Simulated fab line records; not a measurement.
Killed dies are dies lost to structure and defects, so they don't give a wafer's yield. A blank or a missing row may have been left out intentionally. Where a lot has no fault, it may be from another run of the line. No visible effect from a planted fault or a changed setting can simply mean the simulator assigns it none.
Struck lot and sound lot, side by side | flow n5 finfet | 34 steps out of a route of 1938
Sound: wafers L600.4, L600.5, L600.6. Struck: wafer L591.1. (L591.3, L591.4 of the same lot were not struck and are left out.) The cause comes at the end.
For every step that has rows: the tool of each side, followed by ch and its chambers, followed by its first start. Under that, the readings that differ: sound wafers | struck wafers | difference of the means | sigmas: that difference in standard deviations of wafers without a fault.
alike: readings whose means differ by less than 2 such deviations, and words and numbers that are the same on both sides. not compared: withheld readings, readings that some wafer has no value for, bounds like >300 that may hide the same value, and numbers for which the record gives no deviation and whose values overlap.
The two part at a step that has a row with sigmas, a row that says differs or no value, or rows on one side only. Numbers that have no deviation but don't overlap get no sigmas and don't part them. Lack of a reading on every wafer of one side parts them only where that side has two or more wafers.

first, 9 steps without rows for these wafers: N5_BEOL_M10_PEB_26 (peb time 60 s); N5_BEOL_M10_DEVELOP_27 (develop time 30 s); N5_BEOL_M10_DESCUM_33 (chemistry O2, time 7.9 s); N5_BEOL_M10_ETCH_65 (etches SiARC in CF4, target depth 39 nm, time 65 s); N5_BEOL_M10_ETCH_66 (etches SOC in N2/H2, target depth 120 nm, overetch 24 nm, time 180 s); N5_BEOL_M10_STRIP_69 (strips in N2/H2); N5_BEOL_M10_VIA_ETCH_34 (etches SiCOH lowk in C4F6/O2, target depth 184.5 nm, time 69.2 s); N5_BEOL_M10_STRIP_73 (strips in C4F6/O2); N5_BEOL_M10_STRIP_36 (strips in N2/H2).
N5_BEOL_M10_TRENCH_ETCH_37: etches SiCOH lowk in C4F6/O2, target depth 148.83 nm, time 48 s.
  sound on rie diel-02 ch 0,1,2, day 15 08:08; struck on rie diel-01 ch 3, day 13 04:07
  alike: bias w, drypump motor current A, oes product au, rf vpp V, showerhead plenum p Torr, throttle valve pct
  not compared: rf hours counter h
then, 23 steps without rows for these wafers: N5_BEOL_M10_ETCH_41 (etches SiCN in CH3F/O2, target depth 42.6 nm, time 86 s); N5_BEOL_M10_STRIP_77 (strips in N2/H2, time 10 s); N5_BEOL_M10_HM_STRIP_39 (strips TiN in peroxide tin strip, target depth 25 nm, time 158 s); N5_BEOL_M10_SRD_40 (time 30 s); N5_BEOL_M10_PRECLEAN_42 (cleans in residue remover, time 60 s); N5_BEOL_M10_SRD_43 (time 30 s); N5_BEOL_M10_CURE_72 (cures SiCOH lowk, time 120 s); N5_BEOL_M10_DEGAS_44 (time 60 s); N5_BEOL_M10_PRE_CLEAN_45 (time 30 s); N5_BEOL_M10_ALD_74 (deposits TaN, target thk 2 nm, pulse time 2 s, purge time 3 s); N5_BEOL_M10_SURFACE_TREAT_76; N5_BEOL_M10_CVD_75 (deposits Co from CCTBA/H2, target thk 2 nm, time 138.9 s); N5_BEOL_M10_SPUTTER_48 (material Cu, target thk 12 nm, time 2 s); N5_BEOL_M10_ECD_50 (material Cu, target thk 318 nm); N5_BEOL_M10_ANNEAL_51 (time 90 s); N5_BEOL_M10_CMP_52 (polishes, stops on SiCOH lowk, t overpolish 7 s, target thk 140 nm); N5_BEOL_M10_PRE_CLEAN_55 (time 15 s); N5_BEOL_M10_DEP_56 (deposits SiCN from 3MS/NH3, target thk 15 nm, time 26.5 s); N5_BEOL_M11_ILD_DEP_00 (deposits SiCOH lowk from DEMS/porogen, target thk 308.51 nm, time 58 s); N5_BEOL_M11_CURE_71 (cures SiCOH lowk, time 240 s); N5_BEOL_M11_PECVD_70 (deposits SiO2 from TEOS/O2, target thk 20 nm, time 22.7 s); N5_BEOL_M11_HM_DEP_02 (deposits TiN, target thk 20 nm); N5_BEOL_M11_COAT_59 (time 60 s, resist thk 100 nm).
-- here the record skips 2 days between the struck wafers' starts before and after, leaving off in module BEOL_M11 and picking up in module PASSIVATION (first step shown: number 1936 of the route) --
N5_PASSIVATION_PROBE_49:
  record: rows for the struck wafers here (prober-01, day 15 07:25), none for the sound ones

## WHERE THEY PART
N5_PASSIVATION_PROBE_49 only, going by this record.

WHY: the cause the simulator had injected
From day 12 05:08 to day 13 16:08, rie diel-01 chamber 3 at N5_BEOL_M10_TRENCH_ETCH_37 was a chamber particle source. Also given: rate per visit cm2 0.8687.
